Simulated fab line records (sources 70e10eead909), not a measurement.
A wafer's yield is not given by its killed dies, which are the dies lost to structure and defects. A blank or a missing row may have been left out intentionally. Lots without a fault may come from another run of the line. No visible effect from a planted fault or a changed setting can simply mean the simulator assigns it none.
Which tool did it?    flow nandHarc    39 wafers from 13 lots sampled at 6 of the route's 1302 steps

WHAT EACH GAUGE READ, for each wafer
NHARC_A_M0_CD_MEAS_09: the cd target is 80 nm.
lot   measured      on        cdNm (nm)
L903  day 23 09:50  cdSem-02  79.9 79.2 80.4
L901  day 23 10:28  cdSem-02  79.7 79.8 80.2
L902  day 23 13:32  cdSem-01  80.1 79.2 80.5
L904  day 23 20:19  cdSem-01  79.6 79.7 79.7
L905  day 24 22:01  cdSem-01  80.0 79.5 79.9
L906  day 25 00:46  cdSem-01  79.8 79.4 79.8
L907  day 25 23:07  cdSem-03  80.4 80.3 79.3
L908  day 26 18:19  cdSem-03  80.9 80.9 80.9
L909  day 27 00:07  cdSem-03  80.7 81.1 80.4
L912  day 27 22:00  cdSem-03  79.6 80.2 81.0
L917  day 30 00:32  cdSem-03  75.3 59.1 72.8
L921  day 31 07:36  cdSem-03  80.1 80.0 80.3
L924  day 32 21:46  cdSem-02  79.5 79.0 79.2

NHARC_A_M0_CD_MEAS_16.
lot   measured      on        cdNm (nm)
L903  day 23 10:19  cdSem-01  79.8 79.6 80.2
L901  day 23 10:57  cdSem-02  79.8 78.6 79.7
L902  day 23 14:01  cdSem-01  79.5 79.5 79.3
L904  day 23 20:48  cdSem-02  79.3 79.9 79.7
L905  day 24 22:31  cdSem-02  79.7 79.9 80.3
L906  day 25 01:17  cdSem-03  79.9 79.4 79.7
L907  day 25 23:35  cdSem-01  81.9 79.4 79.4
L908  day 26 18:48  cdSem-03  81.1 80.4 81.5
L909  day 27 00:37  cdSem-03  81.5 81.1 81.1
L912  day 27 22:29  cdSem-01  80.0 79.4 82.0
L917  day 30 01:01  cdSem-03  74.9 60.1 73.9
L921  day 31 08:05  cdSem-03  80.2 79.6 80.5
L924  day 32 22:16  cdSem-01  79.7 78.8 78.1

TOOL THAT RAN EACH LOT (tool first, then ch and the chambers of the sampled wafers, then the start)
lot   NHARC_A_CONTACT_CVD_19                   NHARC_A_BLC_ETCH_17                           NHARC_A_BLC_STRIP_29               NHARC_A_M0_EXPOSE_06
L903  cvdW-01 ch 0,1, day 23 07:02 or earlier  rieDiel-12 ch 0,1,2, day 23 07:02 or earlier  rieDiel-11 ch 1,2,3, day 23 07:02  arfiScanner-02 ch 0, day 23 09:41
L901  cvdW-02 ch 0,1, day 23 07:40 or earlier  rieDiel-10 ch 0,1,2, day 23 07:40 or earlier  rieDiel-12 ch 0,2,3, day 23 07:40  arfiScanner-01 ch 0, day 23 10:19
L902  cvdW-02 ch 0,1, day 23 10:52 or earlier  rieDiel-11 ch 1,2, day 23 10:52 or earlier    rieDiel-12 ch 1,2,3, day 23 10:52  arfiScanner-01 ch 0, day 23 13:23
L904  cvdW-02 ch 0,1, day 23 17:39 or earlier  rieDiel-10 ch 0,1,2, day 23 17:39 or earlier  rieDiel-12 ch 0,1,3, day 23 17:39  arfiScanner-01 ch 0, day 23 20:10
L905  cvdW-02 ch 0,1, day 24 19:02 or earlier  rieDiel-10 ch 0,2,3, day 24 19:02 or earlier  rieDiel-12 ch 0,1,2, day 24 19:02  arfiScanner-03 ch 0, day 24 21:53
L906  cvdW-01 ch 0,1, day 24 21:59 or earlier  rieDiel-12 ch 1,2,3, day 24 21:59 or earlier  rieDiel-10 ch 0,2,3, day 24 21:59  arfiScanner-02 ch 0, day 25 00:37
L907  cvdW-02 ch 0,1, day 25 20:25 or earlier  rieDiel-12 ch 0,1, day 25 20:25 or earlier    rieDiel-10 ch 0,1,3, day 25 20:25  arfiScanner-02 ch 0, day 25 22:58
L908  cvdW-01 ch 0,1, day 26 15:31 or earlier  rieDiel-10 ch 1,2,3, day 26 15:31 or earlier  rieDiel-12 ch 0,1,3, day 26 15:31  arfiScanner-01 ch 0, day 26 18:10
L909  cvdW-01 ch 0,1, day 26 21:20 or earlier  rieDiel-10 ch 0,3, day 26 21:20 or earlier    rieDiel-12 ch 0,1, day 26 21:20    arfiScanner-03 ch 0, day 26 23:59
L912  cvdW-01 ch 0,1, day 27 19:10 or earlier  rieDiel-12 ch 0,1,2, day 27 19:10 or earlier  rieDiel-12 ch 1,2, day 27 19:10    arfiScanner-03 ch 0, day 27 21:52
L917  cvdW-01 ch 0,1, day 29 21:43 or earlier  rieDiel-10 ch 0,1,2, day 29 21:43 or earlier  rieDiel-12 ch 0,1,2, day 29 21:43  arfiScanner-02 ch 0, day 30 00:23
L921  cvdW-02 ch 1, day 31 04:23 or earlier    rieDiel-10 ch 1,2, day 31 04:23 or earlier    rieDiel-12 ch 0,2, day 31 04:23    arfiScanner-03 ch 0, day 31 07:28
L924  cvdW-01 ch 0,1, day 32 18:55 or earlier  rieDiel-12 ch 0,2,3, day 32 18:55 or earlier  rieDiel-10 ch 1,2,3, day 32 18:55  arfiScanner-03 ch 0, day 32 21:38
- NHARC_A_CONTACT_CVD_19: deposits W, target thk 300 nm, time 802 s.
- NHARC_A_BLC_ETCH_17: etches the open film in N2/H2, target depth 390 nm, time 609.38 s.
- NHARC_A_BLC_STRIP_29: strips in CF4.
- NHARC_A_M0_EXPOSE_06: exposes mask A M0, target cd 80 nm.

AS READ BY THE TOOLS THEMSELVES (means over the sampled wafers that have a number; for cases with no such wafer, the mark the record gives instead)
NHARC_A_CONTACT_CVD_19.
lot   tool     heaterPowerW (W)  throttleValvePct (%)
L903  cvdW-01  474               8.20
L901  cvdW-02  477               8.00
L902  cvdW-02  456               7.86
L904  cvdW-02  475               8.01
L905  cvdW-02  453               7.98
L906  cvdW-01  479               7.96
L907  cvdW-02  459               7.79
L908  cvdW-01  486               7.98
L909  cvdW-01  462               8.00
L912  cvdW-01  459               8.03
L917  cvdW-01  496               8.06
L921  cvdW-02  457               8.21
L924  cvdW-01  482               8.17

NHARC_A_BLC_ETCH_17.
lot   tool        drypumpMotorCurrentA (A)  h2FlowSccm (sccm)  oesProductAu (a.u.)  rfVppV (V)  showerheadPlenumPTorr (Torr)  throttleValvePct (%)
L903  rieDiel-12  5.8                       150.0              0.997                430.3       2.03                          14.163
L901  rieDiel-10  5.5                       150.3              0.993                430.1       2.04                          14.163
L902  rieDiel-11  5.4                       150.2              1.008                427.5       1.92                          14.178
L904  rieDiel-10  5.5                       150.5              0.989                431.5       2.04                          14.164
L905  rieDiel-10  5.7                       150.0              1.001                430.4       2.04                          14.169
L906  rieDiel-12  6.3                       150.1              1.000                429.4       2.01                          14.163
L907  rieDiel-12  5.8                       149.5              1.005                430.8       2.05                          14.184
L908  rieDiel-10  5.4                       150.0              0.988                429.5       2.03                          14.170
L909  rieDiel-10  6.0                       149.9              1.012                428.3       1.97                          14.163
L912  rieDiel-12  5.8                       150.3              1.012                429.5       2.03                          14.174
L917  rieDiel-10  5.5                       150.1              0.993                430.7       2.04                          14.164
L921  rieDiel-10  5.2                       149.8              0.993                430.7       2.04                          14.163
L924  rieDiel-12  5.9                       150.3              1.012                430.2       2.04                          14.171

NHARC_A_BLC_STRIP_29.
lot   tool        drypumpMotorCurrentA (A)  oesProductAu (a.u.)  rfVppV (V)  showerheadPlenumPTorr (Torr)  throttleValvePct (%)
L903  rieDiel-11  5.6                       1.002                58.2        1.67                          13.283
L901  rieDiel-12  5.9                       0.991                58.4        1.77                          13.295
L902  rieDiel-12  6.3                       0.994                59.5        1.74                          13.285
L904  rieDiel-12  5.9                       1.001                59.7        1.78                          13.286
L905  rieDiel-12  5.8                       1.003                59.5        1.76                          13.278
L906  rieDiel-10  5.7                       0.998                59.0        1.77                          13.281
L907  rieDiel-10  5.7                       0.994                59.5        1.72                          13.280
L908  rieDiel-12  5.9                       1.003                59.1        1.78                          13.284
L909  rieDiel-12  5.5                       1.005                60.3        1.80                          13.286
L912  rieDiel-12  6.1                       1.013                57.7        1.73                          13.284
L917  rieDiel-12  5.8                       1.006                59.1        1.76                          13.288
L921  rieDiel-12  5.5                       1.008                59.7        1.78                          13.281
L924  rieDiel-10  5.4                       0.990                59.1        1.76                          13.273

NHARC_A_M0_EXPOSE_06.
lot   tool            exposureDoseMJCm2  reticleTempC (C)  stageVelMmS (mm/s)
L903  arfiScanner-02  83.18              22.96             499.75
L901  arfiScanner-01  83.13              22.97             499.98
L902  arfiScanner-01  83.07              23.03             500.27
L904  arfiScanner-01  83.12              23.16             500.14
L905  arfiScanner-03  83.30              23.01             499.67
L906  arfiScanner-02  83.24              23.02             499.99
L907  arfiScanner-02  83.12              22.97             499.99
L908  arfiScanner-01  83.18              22.99             500.19
L909  arfiScanner-03  83.09              23.10             499.93
L912  arfiScanner-03  83.05              22.95             499.66
L917  arfiScanner-02  85.91              22.96             499.89
L921  arfiScanner-03  83.12              22.97             500.21
L924  arfiScanner-03  83.14              23.04             500.22

THE ANSWER, worked out from the rows above alone
Rule: the usual values come from the lots themselves. Put in order of their means at a reading, lots are off if they are a third of the lots or fewer, leave a main group of 4 or more, and stand apart from it by a gap of 3 or more times the standard deviation of the main group's means; of several such gaps the widest counts. A main group is skipped when, at the precision printed for the reading in the tables above, its means are all equal. A lot without any number at a reading at which 4 lots or more have one is off too. Where the step has rows for the other lots, those lots are counted as sound. First the gauges in route order, then the tools' own readings, where a lot's mean is used as printed above. The first step at which some lot is off is used, and at that step the reading that is off furthest; a lot without a number counts as furthest.
Off, at NHARC_A_M0_CD_MEAS_09 on cdNm: L917. The main group has a mean of 80.0 nm with a standard deviation of 0.44.
A tool fits if, at a process step before that reading, it ran every lot that is off, and no sound lot after the first of them. The gauges at NHARC_A_M0_CD_MEAS_09 aren't tried: what is off there is off at NHARC_A_M0_EXPOSE_06 too, on other tools, and a gauge's error can't cause that. With no start given for some of its lots, NHARC_A_CONTACT_CVD_19 uses the hours and lot order of NHARC_A_BLC_STRIP_29. With no start given for some of its lots, NHARC_A_BLC_ETCH_17 uses the hours and lot order of NHARC_A_BLC_STRIP_29. One fits: NHARC_A_M0_EXPOSE_06 on arfiScanner-02. A fault onset in the window from L907 (day 25 22:58, its last sound lot) to L917 (day 30 00:23, its first lot off) fits.
The tool's own readings at NHARC_A_M0_EXPOSE_06 bear it out: on the lots that are off they differ by more than 5 times the standard deviation of the sound lots' means. exposureDoseMJCm2 reads 85.91 there against 83.14 on the sound lots.

WHAT THE SIMULATOR PUT IN
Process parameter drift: arfiScanner-02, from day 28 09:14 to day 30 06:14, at NHARC_A_M0_EXPOSE_06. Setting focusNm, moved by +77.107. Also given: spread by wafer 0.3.
Shown lots that were struck: L917. Same finding as the rule above.
